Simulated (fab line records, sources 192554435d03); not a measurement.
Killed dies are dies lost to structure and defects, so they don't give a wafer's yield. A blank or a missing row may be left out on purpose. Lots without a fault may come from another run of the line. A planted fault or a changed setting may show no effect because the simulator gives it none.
fab line records | flow n5_finfet
record lots=5 wafers=15 last_day=18
route steps=1938 shown BEOL_M4@1104 BEOL_M5@1112
lots that met no fault: from a run of the same line without faults
start_h: hours from the record's first day to the start of the lot's first wafer shown | wait_h: hours since the lot's step before | " the same as in the row above | L1.1+2: a row that stands for several wafers | - no value, or no start given | * or withheld: withheld | < > ~ a bound
route shown NAME@n: a module of which the file shows steps, and the number in the route of the first | usual: mean/standard deviation of fault-free wafers | same: alike in all rows | chamber/n: place in a boat | sites: the reading at each site | _std_site: their standard deviation | _edge_site: outer sites' mean less inner sites' | radius_mm: how far each site lies from the wafer's centre | mask NAME#n: copy n | behind: the tool/chamber that last shaped the wafer | hold: why the lot was held/for how many hours/how that ended | device: the transistor (n, p or np) that didn't switch | end of line: the same wafers' tests at the end of the route | a step without rows: its recipe alone | killed: dies lost to structure and defects at the first sort, not the wafer's yield | map: a wafer's dies, x killed, . not, _ none there
set.NAME: the setting as run; set.NAME@STEP: as run at that earlier step | model.NAME: the simulator's own value behind a step, which no gauge read
lots at some steps of the route; a table a step, a row a wafer
services: from which hour (start_h, from the record's first day; less than 0 if before it) a tool's chamber was out of use, for how many hours, and why
## steps
# step N5_BEOL_M4_THK_MEAS_53
# recipe thk_meas_gauge=xrf reads=Cu_of_BEOL_M4_ECD_50
# usual M4_THK=40.4/1.7
# columns lot.wafer tool chamber start_h wait_h M4_THK[nm]
L078.4 film_metro-02 - 206.44 - 40.2
L078.5 " - " " 40.7
L078.6 " - " " 38.5
L080.2 film_metro-02 - 225.91 - 40.3
L080.3 " - " " 41.5
L080.6 " - " " 41.0
L081.3 film_metro-02 - 232.22 - 40.0
L081.4 " - " " 38.4
L081.5 " - " " 37.5
L093.1 film_metro-01 - 292.73 - 39.9
L093.3 " - " " 39.4
L093.4 " - " " 42.5
L097.2 film_metro-02 - 319.08 - 41.4
L097.5 " - " " 39.9
L097.6 " - " " 36.4
# step N5_BEOL_M4_PRE_CLEAN_60
# recipe gas=NH3/H2 time_s=15 temp_c=* rf_power_w=300
# usual heater_power_outer_w=17/14 heater_power_w=73/31
# same time_s=15
# columns lot.wafer tool chamber start_h wait_h heater_power_outer_w heater_power_w
L078.4 cvd_co-01 0 206.49 0.1 39 115
L078.5 " 1 " " 14 77
L078.6 " 2 " " 0 45
L080.2 cvd_co-02 2 225.95 0.0 30 101
L080.3 " 1 " " 0 29
L080.6 " 0 " " 18 82
L081.3 cvd_co-02 1 232.25 0.0 0 30
L081.4 " 0 " " 19 83
L081.5 " 2 " " 30 102
L093.1 cvd_co-02 0 292.77 0.0 20 82
L093.3 " 2 " " 30 101
L093.4 " 2 " " 30 102
L097.2 cvd_co-02 2 319.11 0.0 31 100
L097.5 " 2 " " 31 104
L097.6 " 1 " " 0 31
# step N5_BEOL_M4_CO_CAP_55
# recipe material=Co target_thk_a=20 temp_c=200 precursor=CCTBA/H2 pressure_torr=30 time_s=102.1
# usual heater_power_outer_w=117/21 heater_power_w=222/39
# same time_s=102.1
# columns lot.wafer tool chamber start_h wait_h heater_power_outer_w heater_power_w
L078.4 cvd_co-01 0 206.55 0.0 143 271
L078.5 " 1 " " 121 225
L078.6 " 2 " " 97 186
L080.2 cvd_co-02 2 225.99 0.0 136 255
L080.3 " 1 " " 87 168
L080.6 " 0 " " 122 237
L081.3 cvd_co-02 1 232.29 0.0 88 170
L081.4 " 0 " " 115 228
L081.5 " 2 " " 137 257
L093.1 cvd_co-02 0 292.81 0.0 120 235
L093.3 " 2 " " 135 257
L093.4 " 2 " " 135 260
L097.2 cvd_co-02 2 319.17 0.0 137 261
L097.5 " 2 " " 139 249
L097.6 " 1 " " 89 164
# step N5_BEOL_M4_PRE_CLEAN_56
# recipe gas=NH3 time_s=15 temp_c=withheld rf_power_w=300
# same time_s=15
# columns lot.wafer tool chamber start_h wait_h
L078.4+5+6 pecvd-04 2,0,1 206.62 0.0
L080.2+3+6 pecvd-01 1,0,0 226.08 0.1
L081.3+4+5 pecvd-03 1,2,1 232.40 0.1
L093.1+3+4 pecvd-04 1,2,1 292.90 0.1
L097.2+5+6 pecvd-04 2,0,2 319.30 0.1
# step N5_BEOL_M4_DEP_57
# recipe material=SiCN target_thk_a=80 temp_c=withheld precursor=3MS/NH3 pressure_torr=3 rf_w=202 time_s=14
# usual showerhead_plenum_p_Torr=3.666/0.013 throttle_valve_pct=9.0/0.43
# same time_s=14
# columns lot.wafer tool chamber start_h wait_h showerhead_plenum_p_Torr throttle_valve_pct
L078.4 pecvd-04 2 206.65 0.0 3.684 9.1
L078.5 " 0 " " 3.676 8.6
L078.6 " 1 " " 3.658 9.8
L080.2 pecvd-01 1 226.10 0.0 3.657 8.7
L080.3 " 0 " " 3.655 8.7
L080.6 " 0 " " 3.661 8.8
L081.3 pecvd-03 1 232.44 0.0 3.665 9.4
L081.4 " 2 " " 3.650 8.4
L081.5 " 1 " " 3.656 9.5
L093.1 pecvd-04 1 292.93 0.0 3.674 10.0
L093.3 " 2 " " 3.678 9.1
L093.4 " 1 " " 3.671 9.8
L097.2 pecvd-04 2 319.32 0.0 3.680 9.1
L097.5 " 0 " " 3.657 8.7
L097.6 " 2 " " 3.685 9.1
# step N5_BEOL_M4_RS_MEAS_58
# recipe thk_meas_gauge=four-point-probe reads=Co_of_BEOL_M4_CO_CAP_55+Cu_of_BEOL_M4_ECD_50+Co_of_BEOL_M4_CVD_47+TaN_of_BEOL_M4_ALD_84
# usual M4_RS=0.67/0.037
# columns lot.wafer tool chamber start_h wait_h M4_RS[ohm/sq]
L078.4 film_metro-01 - 206.70 0.0 0.67
L078.5 " - " " 0.66
L078.6 " - " " 0.71
L080.2 film_metro-02 - 226.17 0.1 0.67
L080.3 " - " " 0.64
L080.6 " - " " 0.65
L081.3 film_metro-01 - 232.51 0.1 0.69
L081.4 " - " " 0.73
L081.5 " - " " 0.75
L093.1 film_metro-02 - 292.99 0.0 0.68
L093.3 " - " " 0.69
L093.4 " - " " 0.63
L097.2 film_metro-01 - 319.39 0.1 0.66
L097.5 " - " " 0.69
L097.6 " - " " 0.77
# step N5_BEOL_M4_INSPECT_59
# recipe inspect_instrument=darkfield mode=post_dep
# usual raw_defect_count=73/24
# columns lot.wafer tool chamber start_h wait_h raw_defect_count
L078.4 defect_inspect-02 - 206.73 0.0 58
L078.5 " - " " 105
L078.6 " - " " 92
L080.2 defect_inspect-02 - 226.20 0.0 72
L080.3 " - " " 44
L080.6 " - " " 111
L081.3 defect_inspect-01 - 232.53 0.0 101
L081.4 " - " " 73
L081.5 " - " " 72
L093.1 defect_inspect-01 - 293.02 0.0 44
L093.3 " - " " 37
L093.4 " - " " 36
L097.2 defect_inspect-02 - 319.42 0.0 142
L097.5 " - " " 63
L097.6 " - " " 70
# step N5_BEOL_M4_RC_MEAS_101
# usual DIBL_N=36.4/2.7 DIBL_P=36/3.2 IOFF_N=0.16/0.046 IOFF_P=0.21/0.055 ION_N=677/15 ION_P=464/11 SS_N=71.5/0.79 SS_P=73.3/0.93 VT_N=250/4.1 VT_P=-251/4.4
# columns lot.wafer tool chamber start_h wait_h DIBL_N[mV/V] DIBL_P[mV/V] IOFF_N[nA/um] IOFF_P[nA/um] ION_N[uA/um] ION_P[uA/um] SS_N[mV/dec] SS_P[mV/dec] VT_N[mV] VT_P[mV]
L078.4 prober-02 0 207.21 0.5 36.5 36 0.16 0.21 672 460 71.5 73.0 249 -251
L078.5 " 0 " " 34.8 33 0.13 0.17 668 465 71.4 71.8 250 -251
L078.6 " 0 " " 37.0 36 0.17 0.22 686 462 71.7 73.2 248 -248
L080.2 prober-02 0 226.38 0.2 32.5 31 0.11 0.14 651 447 70.5 73.0 252 -254
L080.3 " 0 " " 33.7 34 0.13 0.18 661 456 71.0 73.8 252 -254
L080.6 " 0 " " 31.0 31 0.10 0.14 671 465 70.2 72.4 253 -255
L081.3 prober-01 0 232.87 0.3 34.3 36 0.13 0.19 670 461 71.3 72.5 254 -252
L081.4 " 0 " " 32.7 34 0.11 0.17 662 457 70.7 71.9 253 -253
L081.5 " 0 " " 32.1 33 0.11 0.16 672 463 70.8 72.1 253 -250
L093.1 prober-02 0 293.05 0.0 38.5 38 0.19 0.24 681 463 71.5 73.9 248 -248
L093.3 " 0 " " 38.0 38 0.19 0.26 679 471 72.1 74.8 245 -246
L093.4 " 0 " " 36.0 35 0.15 0.20 673 455 70.3 73.7 251 -250
L097.2 prober-01 0 319.60 0.2 35.0 35 0.14 0.15 662 449 71.4 72.9 252 -256
L097.5 " 0 " " 36.2 36 0.15 0.15 667 447 72.0 73.0 251 -257
L097.6 " 0 " " 29.7 30 0.07 0.10 631 438 70.5 71.5 260 -263
# step N5_BEOL_M5_ILD_DEP_00
# recipe material=SiCOH_lowk target_thk_a=1406.4 temp_c=300 precursor=DEMS/porogen pressure_torr=5 rf_w=500 time_s=25.9
# usual heater_power_outer_w=127/30 heater_power_w=288/43 showerhead_plenum_p_Torr=5.738/0.013 throttle_valve_pct=13.9/0.88
# same time_s=25.9
# columns lot.wafer tool chamber start_h wait_h heater_power_outer_w heater_power_w showerhead_plenum_p_Torr throttle_valve_pct
L078.4 pecvd-04 2 207.73 0.4 100 284 5.771 14.0
L078.5 " 0 " " 137 325 5.746 13.2
L078.6 " 1 " " 189 354 5.726 15.3
L080.2 pecvd-04 0 227.19 0.7 127 319 5.737 13.6
L080.3 " 1 " " 147 309 5.753 15.0
L080.6 " 2 " " 68 239 5.749 13.9
L081.3 pecvd-03 2 233.54 0.5 116 253 5.737 12.4
L081.4 " 1 " " 161 330 5.711 14.2
L081.5 " 2 " " 125 261 5.733 12.6
L093.1 pecvd-04 1 294.02 0.8 175 335 5.730 15.1
L093.3 " 2 " " 72 246 5.744 13.8
L093.4 " 1 " " 181 343 5.751 15.0
L097.2 pecvd-02 1 320.40 0.7 136 299 5.717 15.3
L097.5 " 2 " " 161 320 5.726 12.9
L097.6 " 1 " " 90 237 5.719 15.2
# step N5_BEOL_M5_CURE_79
# recipe temp_c=385 time_s=240 ambient=He/Ar material=SiCOH_lowk
# usual lamp_power_pct=52.31/0.056 wafer_temp_C_max=386.8/0.7
# same time_s=240
# columns lot.wafer tool chamber start_h wait_h lamp_power_pct wafer_temp_C_max
L078.4 uv_cure-02 1 208.01 0.3 52.35 388.0
L078.5 " 1 " " 52.30 389.1
L078.6 " 1 " " 52.30 387.4
L080.2 uv_cure-02 2 227.33 0.1 52.33 387.0
L080.3 " 2 " " 52.19 387.2
L080.6 " 2 " " 52.30 386.8
L081.3 uv_cure-02 2 233.76 0.2 52.28 387.5
L081.4 " 2 " " 52.27 387.1
L081.5 " 2 " " 52.30 386.7
L093.1 uv_cure-01 1 294.08 0.0 52.36 386.9
L093.3 " 1 " " 52.29 386.8
L093.4 " 1 " " 52.35 386.4
L097.2 uv_cure-02 2 320.64 0.2 52.30 387.3
L097.5 " 2 " " 52.33 387.0
L097.6 " 2 " " 52.31 386.9
# step N5_BEOL_M5_THK_MEAS_01
# recipe reads=SiCOH_lowk_of_BEOL_M5_ILD_DEP_00
# usual M5_ILD_THK=120.9/1.6
# columns lot.wafer tool chamber start_h wait_h M5_ILD_THK[nm]
L078.4 film_metro-01 - 208.29 0.2 122.6
L078.5 " - " " 123.8
L078.6 " - " " 123.4
L080.2 film_metro-02 - 227.76 0.4 120.4
L080.3 " - " " 121.4
L080.6 " - " " 121.7
L081.3 film_metro-01 - 234.11 0.3 120.5
L081.4 " - " " 123.1
L081.5 " - " " 121.1
L093.1 film_metro-02 - 294.59 0.4 120.9
L093.3 " - " " 119.4
L093.4 " - " " 122.5
L097.2 film_metro-01 - 321.07 0.4 119.7
L097.5 " - " " 120.1
L097.6 " - " " 119.9
# step N5_BEOL_M5_PECVD_70
# recipe material=SiO2 target_thk_a=160 temp_c=400 precursor=TEOS/O2 pressure_torr=5.5 rf_w=450 teos_flow_sccm=53.8 gas=O2 flow_sccm=3000 time_s=18
# usual heater_power_outer_w=392/54 heater_power_w=666/78 showerhead_plenum_p_Torr=8.77/0.044 throttle_valve_pct=22.4/1.5
# same time_s=18
# columns lot.wafer tool chamber start_h wait_h heater_power_outer_w heater_power_w showerhead_plenum_p_Torr throttle_valve_pct
L078.4 pecvd-03 0 208.34 0.1 272 488 8.84 21.0
L078.5 " 0 " " 276 497 8.81 21.4
L078.6 " 1 " " 424 707 8.75 23.1
L080.2 pecvd-04 1 227.80 0.0 506 809 8.82 24.1
L080.3 " 2 " " 345 693 8.84 22.2
L080.6 " 2 " " 355 682 8.85 22.6
L081.3 pecvd-03 1 234.17 0.1 413 701 8.71 23.1
L081.4 " 2 " " 413 683 8.73 20.0
L081.5 " 1 " " 417 717 8.70 23.1
L093.1 pecvd-02 2 294.63 0.0 480 771 8.77 20.8
L093.3 " 1 " " 389 683 8.73 24.7
L093.4 " 2 " " 487 779 8.76 21.1
L097.2 pecvd-02 2 321.11 0.0 416 672 8.78 21.0
L097.5 " 1 " " 425 721 8.73 24.5
L097.6 " 0 " " 379 628 8.76 23.3
# step N5_BEOL_M5_HM_DEP_02
# recipe material=TiN target_thk_a=200 temp_c=25 chamber_pressure_pa=0.49996
# usual throttle_valve_pct=29.8/1
# columns lot.wafer tool chamber start_h wait_h throttle_valve_pct
L078.4 pvd_sputter-02 - 209.43 1.1 29.5
L078.5 " - " " 30.0
L078.6 " - " " 29.5
L080.2 pvd_sputter-03 - 230.39 2.6 31.2
L080.3 " - " " 29.4
L080.6 " - " " 31.4
L081.3 pvd_sputter-01 - 234.41 0.2 29.2
L081.4 " - " " 30.1
L081.5 " - " " 30.4
L093.1 pvd_sputter-02 - 296.33 1.7 29.7
L093.3 " - " " 31.4
L093.4 " - " " 29.9
L097.2 pvd_sputter-01 - 321.23 0.1 29.9
L097.5 " - " " 30.1
L097.6 " - " " 29.1
# step N5_BEOL_M5_COAT_59
# recipe resist=SOC temp_c=250 time_s=60 spin_rpm=1500 resist_thk_nm=60
# same time_s=60
# columns lot.wafer tool chamber start_h wait_h
L078.4+5+6 litho_track-03 0 209.56 0.1
L080.2+3+6 litho_track-03 0 230.52 0.1
L081.3+4+5 litho_track-03 0 234.54 0.1
L093.1+3+4 litho_track-04 0 296.46 0.1
L097.2+5+6 litho_track-05 0 321.35 0.1
# step N5_BEOL_M5_COAT_60
# recipe resist=SiARC temp_c=220 time_s=60 spin_rpm=1500 resist_thk_nm=12
# same time_s=60
# columns lot.wafer tool chamber start_h wait_h
L078.4+5+6 litho_track-03 0 - -
L080.2+3+6 litho_track-03 0 - -
L081.3+4+5 litho_track-03 0 - -
L093.1+3+4 litho_track-04 0 - -
L097.2+5+6 litho_track-05 0 - -
# step N5_BEOL_M5_COAT_71
# recipe resist=underlayer temp_c=205 time_s=60 spin_rpm=1500 resist_thk_nm=5
# same time_s=60
# columns lot.wafer tool chamber start_h wait_h
L078.4+5+6 litho_track-03 0 - -
L080.2+3+6 litho_track-03 0 - -
L081.3+4+5 litho_track-03 0 - -
L093.1+3+4 litho_track-04 0 - -
L097.2+5+6 litho_track-05 0 - -
# step N5_BEOL_M5_COAT_05
# recipe resist=CAR-EUV spin_rpm=1500 resist_thk_nm=30
# columns lot.wafer tool chamber start_h wait_h
L078.4+5+6 litho_track-03 0 - -
L080.2+3+6 litho_track-03 0 - -
L081.3+4+5 litho_track-03 0 - -
L093.1+3+4 litho_track-04 0 - -
L097.2+5+6 litho_track-05 0 - -
# step N5_BEOL_M5_EBR_07
# recipe solvent=PGMEA ebr_width_mm=1.5
# columns lot.wafer tool chamber start_h wait_h
L078.4+5+6 litho_track-03 0 - -
L080.2+3+6 litho_track-03 0 - -
L081.3+4+5 litho_track-03 0 - -
L093.1+3+4 litho_track-04 0 - -
L097.2+5+6 litho_track-05 0 - -
# step N5_BEOL_M5_SOFTBAKE_06
# recipe temp_c=110 time_s=60 resist=CAR-EUV
# same time_s=60
# columns lot.wafer tool chamber start_h wait_h
L078.4+5+6 litho_track-03 0 - -
L080.2+3+6 litho_track-03 0 - -
L081.3+4+5 litho_track-03 0 - -
L093.1+3+4 litho_track-04 0 - -
L097.2+5+6 litho_track-05 0 - -
# step N5_BEOL_M5_EXPOSE_08
# recipe mask_id=M5 na=0.33 source_shape=annular sigma_inner=0.4 sigma_outer=0.8 polarization=unpolarized target_cd_nm=28 dose_mj=35.75
# columns lot.wafer tool chamber start_h wait_h mask
L078.4+5+6 euv_scanner-01 0 209.71 - M5#0
L080.2+3+6 euv_scanner-02 0 230.73 - M5#0
L081.3+4+5 euv_scanner-02 0 234.69 - M5#0
L093.1+3+4 euv_scanner-01 0 296.72 - M5#0
L097.2+5+6 euv_scanner-01 0 321.55 - M5#0
# step N5_BEOL_M5_PEB_09
# recipe peb_temp_c=100 peb_time_s=60 resist=CAR-EUV
# columns lot.wafer tool chamber start_h wait_h
L078.4+5+6 litho_track-05 0 209.76 0.0
L080.2+3+6 litho_track-05 0 230.79 0.0
L081.3+4+5 litho_track-05 0 234.74 0.0
L093.1+3+4 litho_track-05 0 296.78 0.1
L097.2+5+6 litho_track-04 0 321.61 0.0
# step N5_BEOL_M5_DEVELOP_10
# recipe develop_time_s=30 developer=TMAH resist=CAR-EUV rinse_liquid=surfactant_rinse dry=air_spin dev_temp_c=23
# usual developer_temp_C=23.03/0.11
# columns lot.wafer tool chamber start_h wait_h developer_temp_C
L078.4 litho_track-05 0 - - 23.14
L078.5 " 0 " " 23.05
L078.6 " 0 " " 22.95
L080.2 litho_track-05 0 - - 22.93
L080.3 " 0 " " 23.03
L080.6 " 0 " " 22.99
L081.3 litho_track-05 0 - - 23.10
L081.4 " 0 " " 23.07
L081.5 " 0 " " 22.98
L093.1 litho_track-05 0 - - 23.05
L093.3 " 0 " " 22.93
L093.4 " 0 " " 23.01
L097.2 litho_track-04 0 - - 23.04
L097.5 " 0 " " 23.06
L097.6 " 0 " " 23.03
# step N5_BEOL_M5_CD_MEAS_11
# recipe target_cd_nm=27.74 landing_energy_ev=500 detector=se_inlens
# usual cd_nm=28.07/0.28
# columns lot.wafer tool chamber start_h wait_h cd_nm
L078.4 cd_sem-01 0 209.83 - 27.99
L078.5 " 0 " " 27.72
L078.6 " 0 " " 28.15
L080.2 cd_sem-03 0 230.86 - 27.87
L080.3 " 0 " " 28.42
L080.6 " 0 " " 28.19
L081.3 cd_sem-03 0 234.81 - 27.86
L081.4 " 0 " " 28.13
L081.5 " 0 " " 27.80
L093.1 cd_sem-03 0 296.85 - 28.13
L093.3 " 0 " " 28.21
L093.4 " 0 " " 27.95
L097.2 cd_sem-03 0 321.68 - 28.03
L097.5 " 0 " " 27.85
L097.6 " 0 " " 27.85
# step N5_BEOL_M5_OVL_MEAS_12
# recipe points_per_wafer=522
# usual M5_OVL=0.2/0.6
# columns lot.wafer tool chamber start_h wait_h M5_OVL[nm]
L078.4 overlay-01 0 209.87 0.0 -0.3
L078.5 " 0 " " -0.6
L078.6 " 0 " " 0.9
L080.2 overlay-02 0 230.89 0.0 0.6
L080.3 " 0 " " -0.2
L080.6 " 0 " " 0.9
L081.3 overlay-02 0 234.85 0.0 0.9
L081.4 " 0 " " 0.2
L081.5 " 0 " " 0.9
L093.1 overlay-01 0 296.88 0.0 0.7
L093.3 " 0 " " 0.1
L093.4 " 0 " " 0.5
L097.2 overlay-02 0 321.71 0.0 0.5
L097.5 " 0 " " 1.1
L097.6 " 0 " " 0.9
# step N5_BEOL_M5_INSPECT_13
# recipe mode=adi inspect_instrument=brightfield
# usual raw_defect_count=393/95
# columns lot.wafer tool chamber start_h wait_h raw_defect_count
L078.4 defect_inspect-02 - 209.91 0.0 438
L078.5 " - " " 504
L078.6 " - " " 474
L080.2 defect_inspect-01 - 230.94 0.0 339
L080.3 " - " " 300
L080.6 " - " " 507
L081.3 defect_inspect-01 - 234.89 0.0 476
L081.4 " - " " 577
L081.5 " - " " 465
L093.1 defect_inspect-01 - 296.94 0.1 276
L093.3 " - " " 311
L093.4 " - " " 383
L097.2 defect_inspect-01 - 321.77 0.0 584
L097.5 " - " " 356
L097.6 " - " " 395
# step N5_BEOL_M5_DESCUM_16
# recipe chemistry=O2 time_s=7 source_power_w=50 bias_power_w=20 pressure_mtorr=20 rf_frequency_hz=2.712e+07 temp_c=40 resist=CAR-EUV o2_flow_sccm=225
# usual drypump_motor_current_A=5.8/0.55 oes_product_au=0.80/0.11 rf_vpp_V=243.5/1.3 showerhead_plenum_p_Torr=2.11/0.063 throttle_valve_pct=20.41/0.25
# same time_s=7
# columns lot.wafer tool chamber start_h wait_h drypump_motor_current_A oes_product_au rf_hours_counter_h rf_vpp_V showerhead_plenum_p_Torr throttle_valve_pct
L078.4 rie_diel-03 3 209.95 0.0 4.8 0.72 184 243.2 2.18 20.51
L078.5 " 0 " " 5.9 0.94 - 241.4 2.03 20.28
L078.6 " 1 " " 5.3 0.74 - 242.8 2.09 20.93
L080.2 rie_diel-05 2 230.98 0.0 6.6 0.74 173 242.1 2.11 20.61
L080.3 " 3 " " 5.9 0.71 186 243.9 2.15 20.64
L080.6 " 3 " " 5.9 0.70 - 243.8 2.15 20.64
L081.3 rie_diel-03 1 235.08 0.2 5.3 0.72 196 240.7 2.09 20.93
L081.4 " 2 " " 5.9 0.96 20 243.5 2.12 20.28
L081.5 " 1 " " 5.4 0.72 - 241.4 2.09 20.94
L093.1 rie_diel-05 1 296.99 0.1 5.3 0.93 21 245.9 2.14 20.36
L093.3 " 2 " " 6.6 0.73 190 242.2 2.10 20.66
L093.4 " 3 " " 5.8 0.68 203 244.7 2.14 20.66
L097.2 rie_diel-05 1 321.80 0.0 5.3 0.92 29 244.5 2.14 20.36
L097.5 " 0 " " 6.6 0.72 - 241.4 2.01 20.26
L097.6 " 3 " " 5.8 0.68 - 243.8 2.14 20.66
# step N5_BEOL_M5_ETCH_72
# recipe chemistry=N2/H2 target=underlayer target_depth_a=65 mask_material=CAR-EUV time_s=5.2 ion_energy_ev=200 pressure_mtorr=30 source_w=840 bias_w=150 n2_flow_sccm=200 h2_flow_sccm=200 ends=cleared
# usual drypump_motor_current_A=5.8/0.55 etch_rf_on_time_s=5.23/0.17 oes_product_au=0.68/0.089 rf_vpp_V=524.6/2.7 showerhead_plenum_p_Torr=2.57/0.077 throttle_valve_pct=17.85/0.23
# columns lot.wafer tool chamber start_h wait_h drypump_motor_current_A etch_rf_on_time_s oes_product_au rf_hours_counter_h rf_vpp_V showerhead_plenum_p_Torr throttle_valve_pct
L078.4 rie_diel-03 3 209.98 0.0 4.8 5.28 0.62 184 524.7 2.64 17.97
L078.5 " 0 " " 5.9 5.13 0.79 - 522.1 2.50 17.89
L078.6 " 1 " " 5.3 4.74 0.65 - 520.5 2.51 18.11
L080.2 rie_diel-05 2 231.01 0.0 6.6 5.39 0.61 173 524.0 2.52 17.87
L080.3 " 3 " " 5.9 5.44 0.59 186 527.0 2.64 18.18
L080.6 " 3 " " 5.8 5.41 0.59 - 526.9 2.64 18.17
L081.3 rie_diel-03 1 235.12 0.0 5.3 4.85 0.63 196 523.1 2.50 18.12
L081.4 " 2 " " 6.0 5.19 0.80 20 524.2 2.61 17.93
L081.5 " 1 " " 5.3 4.80 0.63 - 521.8 2.50 18.12
L093.1 rie_diel-05 1 297.02 0.0 5.4 5.22 0.77 21 526.0 2.59 17.65
L093.3 " 2 " " 6.6 5.35 0.61 190 519.9 2.51 17.93
L093.4 " 3 " " 5.8 5.40 0.58 203 524.0 2.63 18.23
L097.2 rie_diel-05 1 321.83 0.0 5.3 5.08 0.77 29 524.7 2.59 17.67
L097.5 " 0 " " 6.6 5.40 0.60 - 522.0 2.43 17.70
L097.6 " 3 " " 5.9 5.39 0.58 - 528.2 2.63 18.21
## services
# columns tool chamber start_h hours kind
pecvd-03 - 183.37 1.1 repair
pecvd-02 2 185.05 3.7 repair
euv_scanner-02 - 199.73 1.0 pm
uv_cure-01 - 216.86 22.2 pm
pecvd-02 - 222.48 6.0 pm
pecvd-01 - 224.41 0.5 repair
uv_cure-02 - 230.55 2.1 pm
euv_scanner-01 - 236.49 1.0 pm
pecvd-01 1 254.45 48.9 repair
euv_scanner-02 - 257.99 1.0 pm
uv_cure-01 - 258.43 9.2 repair
euv_scanner-02 - 262.44 0.2 repair
pecvd-01 2 264.95 6.6 repair
litho_track-04 - 276.01 - consumable_replace:filter
cvd_co-01 0 289.13 11.4 repair
euv_scanner-01 - 292.64 1.0 pm
rie_diel-03 1 298.81 7.3 repair
pecvd-03 - 299.39 28.1 pm
uv_cure-01 - 301.40 2.1 pm
cvd_co-02 0 302.69 25.2 repair
euv_scanner-01 - 307.61 12.0 pm
litho_track-05 - 309.19 - consumable_replace:filter
euv_scanner-02 - 319.62 1.0 pm
uv_cure-01 - 320.21 6.0 pm
## key
fault none
